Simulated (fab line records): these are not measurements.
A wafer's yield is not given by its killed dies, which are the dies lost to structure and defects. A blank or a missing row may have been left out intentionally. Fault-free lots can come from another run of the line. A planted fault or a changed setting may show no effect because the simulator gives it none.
Which tool is to blame? | flow n5-finfet | 24 wafers from 8 lots sampled at 8 of the route's 1938 steps

WHAT EACH GAUGE READ, for each wafer
N5_FIN_SAQP_OVL_MEAS_17. Usual: FIN_CORE_OVL 0.2 nm, standard deviation 0.76.
lot  | measured    | on         | FIN_CORE_OVL (nm) | flag
L608 | day 2 21:16 | overlay-02 | 1.2 1.3 1.0       |
L612 | day 3 22:25 | overlay-02 | -0.5 -0.9 -0.5    |
L613 | day 4 04:43 | overlay-01 | -0.3 0.1 -1.2     |
L614 | day 4 11:05 | overlay-01 | 0.2 0.5 0.1       |
L616 | day 4 23:31 | overlay-02 | 0.1 1.2 0.3       |
L622 | day 6 09:16 | overlay-01 | -0.8 -0.1 -0.1    |
L626 | day 7 10:17 | overlay-01 | -0.7 -0.6 1.3     |
L627 | day 7 15:57 | overlay-01 | 0.4 0.0 0.7       |

N5_FIN_SAQP_INSPECT_18: inspects for defects (brightfield). Usual: raw-defect-count at 439, with a standard deviation of 130.
lot  | measured    | on                | raw-defect-count | flag
L608 | day 2 21:17 | defect-inspect-01 | 319 461 268      |
L612 | day 3 22:26 | defect-inspect-02 | 510 528 568      |
L613 | day 4 04:44 | defect-inspect-01 | 515 535 566      |
L614 | day 4 11:07 | defect-inspect-02 | 266 489 277      |
L616 | day 4 23:32 | defect-inspect-02 | 245 1270 524     |
L622 | day 6 09:18 | defect-inspect-01 | 466 381 437      |
L626 | day 7 10:19 | defect-inspect-01 | 546 543 753      |
L627 | day 7 15:58 | defect-inspect-02 | 289 774 483      |

N5_FIN_SAQP_INSPECT_40: inspects for defects (brightfield). Usual: raw-defect-count at 206, with a standard deviation of 55.
lot  | measured    | on                | raw-defect-count | flag
L608 | day 3 01:48 | defect-inspect-02 | 158 275 170      |
L612 | day 4 03:07 | defect-inspect-02 | 228 244 249      |
L613 | day 4 09:55 | defect-inspect-02 | 169 161 265      |
L614 | day 4 17:47 | defect-inspect-02 | 104 238 250      |
L616 | day 5 05:37 | defect-inspect-01 | 201 1193 317     | OFF
L622 | day 6 14:11 | defect-inspect-02 | 256 141 201      |
L626 | day 7 15:11 | defect-inspect-02 | 288 243 363      |
L627 | day 7 20:13 | defect-inspect-02 | 120 148 198      |

N5_FIN_CUT_INSPECT_10: inspects for defects (brightfield). Usual: raw-defect-count at 38, with a standard deviation of 10.
lot  | measured    | on                | raw-defect-count | flag
L608 | day 3 02:20 | defect-inspect-02 | 34 49 30         |
L612 | day 4 03:37 | defect-inspect-01 | 46 54 60         |
L613 | day 4 10:26 | defect-inspect-01 | 33 31 48         |
L614 | day 4 18:17 | defect-inspect-02 | 26 41 53         |
L616 | day 5 06:00 | defect-inspect-02 | 33 967 54        | OFF
L622 | day 6 14:34 | defect-inspect-01 | 38 22 44         |
L626 | day 7 15:35 | defect-inspect-01 | 38 40 44         |
L627 | day 7 20:37 | defect-inspect-01 | 29 24 45         |

N5_BEOL_M4_RC_MEAS_101. Usual: DIBL_N 35.8 mV/V, standard deviation 1.8; DIBL_P 35.9 mV/V, standard deviation 2.2; IOFF_N 0.16 nA/um, standard deviation 0.035; IOFF_P 0.21 nA/um, standard deviation 0.04; ION_N 672 uA/um, standard deviation 11; ION_P 461 uA/um, standard deviation 7.4; SS_N 71.4 mV/dec, standard deviation 0.64; SS_P 73.2 mV/dec, standard deviation 0.67; VT_N 250 mV, standard deviation 3.5; VT_P -251 mV, standard deviation 3.4.
lot  | measured     | on        | DIBL_N (mV/V)  | DIBL_P (mV/V)  | IOFF_N (nA/um) | IOFF_P (nA/um) | ION_N (uA/um) | ION_P (uA/um) | SS_N (mV/dec)  | SS_P (mV/dec)  | VT_N (mV)   | VT_P (mV)      | flag
L608 | day 8 20:38  | prober-02 | 37.6 34.5 35.5 | 39.3 35.6 37.1 | 0.21 0.15 0.17 | 0.27 0.21 0.24 | 679 670 676   | 467 459 473   | 72.1 71.0 71.4 | 73.9 72.9 73.0 | 247 250 251 | -246 -247 -248 |
L612 | day 9 22:04  | prober-02 | 36.3 38.0 36.0 | 36.0 39.9 36.2 | 0.15 0.19 0.15 | 0.18 0.26 0.19 | 663 677 667   | 455 462 458   | 71.7 71.8 71.1 | 73.6 74.1 73.6 | 251 249 249 | -253 -249 -251 |
L613 | day 10 02:31 | prober-01 | 37.6 34.9 38.6 | 38.2 34.9 38.6 | 0.20 0.14 0.20 | 0.24 0.19 0.25 | 682 667 682   | 460 458 465   | 72.5 71.6 72.4 | 74.0 72.9 73.3 | 248 252 247 | -248 -252 -247 |
L614 | day 10 06:25 | prober-01 | 38.0 38.2 36.5 | 37.8 37.2 35.5 | 0.20 0.20 0.17 | 0.24 0.23 0.20 | 686 677 687   | 463 461 469   | 71.9 72.3 71.7 | 74.3 73.8 74.4 | 244 248 249 | -250 -251 -252 |
L616 | day 11 11:02 | prober-02 | 39.1 34.3 34.8 | 39.8 33.5 35.5 | 0.23 0.12 0.14 | 0.27 0.17 0.20 | 690 665 667   | 472 457 463   | 72.2 70.7 70.3 | 73.6 73.1 72.8 | 244 254 252 | -248 -252 -248 |
L622 | day 12 16:39 | prober-01 | 37.3 37.0 32.9 | 36.3 35.8 31.6 | 0.18 0.16 0.11 | 0.21 0.20 0.15 | 672 682 661   | 458 464 456   | 72.0 70.6 70.9 | 73.2 73.4 72.5 | 248 249 252 | -251 -251 -256 |
L626 | day 13 21:09 | prober-02 | 35.9 35.5 35.3 | 34.6 34.3 33.3 | 0.14 0.14 0.12 | 0.20 0.20 0.19 | 676 683 669   | 467 466 464   | 70.8 71.0 70.5 | 73.0 72.3 72.7 | 249 249 254 | -252 -251 -252 |
L627 | day 13 23:44 | prober-02 | 34.4 35.2 32.4 | 33.0 34.1 30.8 | 0.11 0.12 0.09 | 0.17 0.18 0.14 | 659 658 653   | 459 459 453   | 70.6 71.7 70.3 | 72.5 72.9 71.6 | 255 255 257 | -251 -253 -255 |

TOOL THAT RAN EACH LOT (tool first, then ch and the chambers of the sampled wafers, then the start)
lot  | N5_FIN_SAQP_PECVD_48           | N5_FIN_SAQP_ETCH_52               | N5_FIN_SAQP_MANDREL_ETCH_22
L608 | pecvd-01 ch 0,1, day 2 20:43   | rie-diel-04 ch 1,2,3, day 2 21:26 | rie-si-04 ch 1,2, day 2 21:38
L612 | pecvd-01 ch 0,1,2, day 3 21:46 | rie-diel-04 ch 0,1,2, day 3 22:37 | rie-si-06 ch 0,1,3, day 3 22:46
L613 | pecvd-04 ch 1,2, day 4 04:11   | rie-diel-02 ch 1,3, day 4 05:09   | rie-si-03 ch 0,3, day 4 05:20
L614 | pecvd-02 ch 1,2, day 4 10:23   | rie-diel-02 ch 0,2,3, day 4 11:44 | rie-si-06 ch 0,3, day 4 11:56
L616 | pecvd-01 ch 0,1,2, day 4 22:50 | rie-diel-02 ch 1,2,3, day 4 23:53 | rie-si-03 ch 0,2,3, day 5 00:05
L622 | pecvd-02 ch 1,2, day 6 08:44   | rie-diel-04 ch 0,1,3, day 6 09:44 | rie-si-04 ch 1,2,3, day 6 09:55
L626 | pecvd-02 ch 0,1, day 7 09:44   | rie-diel-05 ch 0,2,3, day 7 10:56 | rie-si-06 ch 0,1,3, day 7 11:08
L627 | pecvd-02 ch 1,2, day 7 15:25   | rie-diel-05 ch 2,3, day 7 16:06   | rie-si-06 ch 1,3, day 7 16:17
- N5_FIN_SAQP_PECVD_48: deposits SiNx from SiH4/NH3/N2, target thk 25 nm, time 22.1 s.
- N5_FIN_SAQP_ETCH_52: etches SOC in N2/H2, target depth 100 nm, overetch 20 nm, time 150 s.
- N5_FIN_SAQP_MANDREL_ETCH_22: etches a-Si in HBr/Cl2, stops on SiNx, target depth 60 nm, bt time 10 s, time 30 s.

AS READ BY THE TOOLS THEMSELVES (means over the sampled wafers that have a number; for cases with no such wafer, the mark the record gives instead)
N5_FIN_SAQP_PECVD_48. Usual: heater-power-w 790 W, standard deviation 140; showerhead-plenum-p-Torr 5.16 Torr, standard deviation 0.055; throttle-valve-pct 39.7 %, standard deviation 1.5.
lot  | tool     | heater-power-w (W) | showerhead-plenum-p-Torr (Torr) | throttle-valve-pct (%) | flag
L608 | pecvd-01 | 802                | 5.15                            | 41.0                   |
L612 | pecvd-01 | 705                | 5.15                            | 39.8                   |
L613 | pecvd-04 | 750                | 5.14                            | 39.2                   |
L614 | pecvd-02 | 863                | 5.20                            | 39.4                   |
L616 | pecvd-01 | 750                | 5.14                            | 39.7                   |
L622 | pecvd-02 | 917                | 5.21                            | 39.6                   |
L626 | pecvd-02 | 929                | 5.13                            | 39.0                   |
L627 | pecvd-02 | 891                | 5.18                            | 38.9                   |

N5_FIN_SAQP_ETCH_52. Usual: drypump-motor-current-A 5.6 A, standard deviation 0.37; oes-product-au 0.70 a.u., standard deviation 0.077; rf-vpp-V 524.7 V, standard deviation 2.4; showerhead-plenum-p-Torr 2.58 Torr, standard deviation 0.084; throttle-valve-pct 17.75 %, standard deviation 0.26.
lot  | tool        | drypump-motor-current-A (A) | oes-product-au (a.u.) | rf-vpp-V (V) | showerhead-plenum-p-Torr (Torr) | throttle-valve-pct (%) | flag
L608 | rie-diel-04 | 5.4                         | 0.64                  | 523.0        | 2.53                            | 17.95                  |
L612 | rie-diel-04 | 5.7                         | 0.67                  | 525.5        | 2.58                            | 17.84                  |
L613 | rie-diel-02 | 5.4                         | 0.70                  | 524.7        | 2.59                            | 18.07                  |
L614 | rie-diel-02 | 5.8                         | 0.77                  | 522.2        | 2.51                            | 17.65                  |
L616 | rie-diel-02 | 5.8                         | 0.72                  | 524.0        | 2.52                            | 17.89                  |
L622 | rie-diel-04 | 5.4                         | 0.72                  | 524.5        | 2.59                            | 17.73                  |
L626 | rie-diel-05 | 5.7                         | 0.69                  | 525.5        | 2.61                            | 17.56                  |
L627 | rie-diel-05 | 5.7                         | 0.64                  | 524.2        | 2.54                            | 17.49                  |

N5_FIN_SAQP_MANDREL_ETCH_22. Usual: drypump-motor-current-A 5.7 A, standard deviation 0.38; oes-product-au 0.775 a.u., standard deviation 0.013; throttle-valve-pct 35.36 %, standard deviation 0.28.
lot  | tool      | drypump-motor-current-A (A) | oes-product-au (a.u.) | throttle-valve-pct (%) | flag
L608 | rie-si-04 | 5.7                         | 0.760                 | 35.15                  |
L612 | rie-si-06 | 5.8                         | 0.783                 | 35.47                  |
L613 | rie-si-03 | 5.3                         | 0.771                 | 35.23                  |
L614 | rie-si-06 | 6.2                         | 0.785                 | 35.76                  |
L616 | rie-si-03 | 5.6                         | 0.762                 | 35.37                  |
L622 | rie-si-04 | 5.7                         | 0.774                 | 35.24                  |
L626 | rie-si-06 | 5.8                         | 0.774                 | 35.49                  |
L627 | rie-si-06 | 6.0                         | 0.773                 | 35.68                  |

THE ANSWER, worked out from the rows above alone
Rule: a lot counts as off when the mean over its wafers that have a number is more than 3 standard deviations away from the usual mean. A lot without any number at a reading at which 4 lots or more have one is off too. The other lots that the step has rows for count as sound. After the gauges, taken in route order, come the tools' own readings; for these a lot's mean is taken, as printed above. At the first step where some lot is off, the reading lying furthest off is the one used; lots without a number count as furthest.
Off, at N5_FIN_SAQP_INSPECT_40 on raw-defect-count: L616.
A tool fits if, at a process step before that reading, it ran every lot that is off, and no sound lot after the first of them. The gauges at N5_FIN_SAQP_INSPECT_40 aren't tried: what is off there is off at N5_FIN_CUT_INSPECT_10 too, on other tools, and a gauge's error can't cause that. Can't be told from this: 3 tools fit, pecvd-01 at N5_FIN_SAQP_PECVD_48, rie-diel-02 at N5_FIN_SAQP_ETCH_52, rie-si-03 at N5_FIN_SAQP_MANDREL_ETCH_22.

WHAT THE SIMULATOR PUT IN
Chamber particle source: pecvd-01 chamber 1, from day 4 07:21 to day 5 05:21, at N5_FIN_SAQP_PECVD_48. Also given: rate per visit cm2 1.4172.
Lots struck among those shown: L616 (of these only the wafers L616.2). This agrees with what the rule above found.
